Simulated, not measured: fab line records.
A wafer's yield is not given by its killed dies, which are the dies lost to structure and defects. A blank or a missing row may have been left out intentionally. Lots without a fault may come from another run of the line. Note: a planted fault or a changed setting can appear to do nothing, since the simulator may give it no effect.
Matching of chambers / flow n5 finfet / 4 sister chambers for N5_FIN_CUT_DESCUM_13 on rie diel-03
The step chemistry O2, time 7 s. 8 wafers are shown with their chamber, then 7 later ones without.

WAFERS, EACH WITH ITS CHAMBER
wafer=L079.3; chamber=1; showerhead plenum p Torr (Torr)=2.09; oes product au (a.u.)=0.76
wafer=L079.6; chamber=0; showerhead plenum p Torr (Torr)=2.20; oes product au (a.u.)=0.86
wafer=L081.1; chamber=3; showerhead plenum p Torr (Torr)=2.19; oes product au (a.u.)=0.75
wafer=L081.3; chamber=0; showerhead plenum p Torr (Torr)=2.20; oes product au (a.u.)=0.86
wafer=L085.2; chamber=1; showerhead plenum p Torr (Torr)=2.09; oes product au (a.u.)=0.76
wafer=L085.6; chamber=2; showerhead plenum p Torr (Torr)=2.00; oes product au (a.u.)=0.72
wafer=L089.2; chamber=2; showerhead plenum p Torr (Torr)=2.00; oes product au (a.u.)=0.71
wafer=L089.4; chamber=3; showerhead plenum p Torr (Torr)=2.18; oes product au (a.u.)=0.72

WAFERS WHOSE CHAMBER IS MISSING
wafer=L089.5; showerhead plenum p Torr (Torr)=2.00; oes product au (a.u.)=0.71
wafer=L094.1; showerhead plenum p Torr (Torr)=2.19; oes product au (a.u.)=0.82
wafer=L094.4; showerhead plenum p Torr (Torr)=1.99; oes product au (a.u.)=0.70
wafer=L094.5; showerhead plenum p Torr (Torr)=2.19; oes product au (a.u.)=0.82
wafer=L097.4; showerhead plenum p Torr (Torr)=2.19; oes product au (a.u.)=0.82
wafer=L097.5; showerhead plenum p Torr (Torr)=2.17; oes product au (a.u.)=0.71
wafer=L097.6; showerhead plenum p Torr (Torr)=1.99; oes product au (a.u.)=0.70

THE CHAMBER EACH PASSED THROUGH
wafer=L089.5; from the rows above=2; in truth=2
wafer=L094.1; from the rows above=0; in truth=0
wafer=L094.4; from the rows above=2; in truth=2
wafer=L094.5; from the rows above=0; in truth=0
wafer=L097.4; from the rows above=0; in truth=0
wafer=L097.5; from the rows above=3; in truth=3
wafer=L097.6; from the rows above=2; in truth=2
Correct placement for 7 of the 7. Number that these rows cannot place: 0. Wrongly placed: 0.
How it was worked out, from the rows above alone: a wafer's distance from a chamber is the root of the sum, over the readings, of the square of ((its reading less the chamber's mean) divided by the reading's scatter). If the next closest chamber is less than 2 further off than the closest, the wafer can't be placed; otherwise it belongs to the closest. The mean given for a chamber averages the wafers shown for that chamber. The scatter: take each reading less its chamber's mean, square it, sum over the shown wafers, divide by the number of wafers less the number of chambers, and take the root.
